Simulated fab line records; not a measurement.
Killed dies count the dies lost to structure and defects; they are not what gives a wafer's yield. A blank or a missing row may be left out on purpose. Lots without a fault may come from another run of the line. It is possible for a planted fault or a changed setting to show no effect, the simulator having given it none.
Matching of chambers -- flow n5_finfet -- N5_BEOL_M0_SAQP_SPACER1_ALD_98 on ald_sin-01 has 4 sister chambers
The step deposits SiO2, target thk 12.8 nm, pulse time 1 s, purge time 2 s. 18 wafers are shown with their chamber, then 9 later ones without.

== WAFERS PAIRED WITH THEIR CHAMBERS ==
wafer,chamber,heater_power_w (W),precursor_pulse_height_rel,chamber_pressure_Torr (Torr)
L080.1,0,475,0.990,1.997
L080.3,2,476,1.062,1.999
L080.5,0,466,0.997,2.000
L082.1,3,512,0.944,2.002
L082.5,2,464,1.003,2.001
L082.6,1,402,0.994,2.001
L084.2,2,469,1.006,1.999
L084.4,0,467,0.967,2.001
L084.5,1,399,0.977,1.995
L086.1,3,504,1.002,2.005
L086.2,0,483,0.981,2.000
L086.3,2,469,0.954,1.998
L087.1,2,476,1.032,2.000
L087.2,3,531,1.020,1.999
L087.6,1,405,0.968,2.004
L091.2,3,507,0.984,2.001
L091.4,0,484,0.993,1.996
L091.6,1,406,0.950,1.999

SIGNATURES, as means of the wafers listed above
reading,chamber 0,chamber 1,chamber 2,chamber 3,scatter within a chamber
heater_power_w,475.00,403.00,470.80,513.50,7.87
precursor_pulse_height_rel,0.98560,0.97225,1.01140,0.98750,0.0282
chamber_pressure_Torr,1.99880,1.99975,1.99940,2.00175,0.00247
Rule: a wafer's distance from a chamber is the root of the sum, over the readings, of the square of ((its reading less the chamber's mean) divided by the reading's scatter). The wafer belongs to the nearest chamber; if the next one is less than 2 further off, it can't be placed. The scatter: take each reading less its chamber's mean, square it, sum over the shown wafers, divide by the number of wafers less the number of chambers, and take the root.

== WAFERS WITHOUT THEIR CHAMBER ==
wafer,heater_power_w (W),precursor_pulse_height_rel,chamber_pressure_Torr (Torr)
L092.2,405,0.991,1.999
L092.3,523,1.025,2.003
L092.5,470,0.986,2.000
L095.2,389,1.034,1.999
L095.3,476,0.981,1.997
L095.4,520,0.987,1.998
L096.3,473,1.017,2.002
L096.4,519,0.993,2.004
L096.5,469,1.027,2.001

== WHICH CHAMBER EACH ONE RAN IN ==
wafer,from the rows above,in truth
L092.2,1,1
L092.3,3,3
L092.5,can't be placed: 0 or 2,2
L095.2,1,1
L095.3,can't be placed: 0 or 2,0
L095.4,3,3
L096.3,can't be placed: 2 or 0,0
L096.4,3,3
L096.5,can't be placed: 2 or 0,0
Correctly placed: 5 of 9. These rows do not allow placing 4 (true chamber among the candidates in 4). Number placed wrongly: 0.
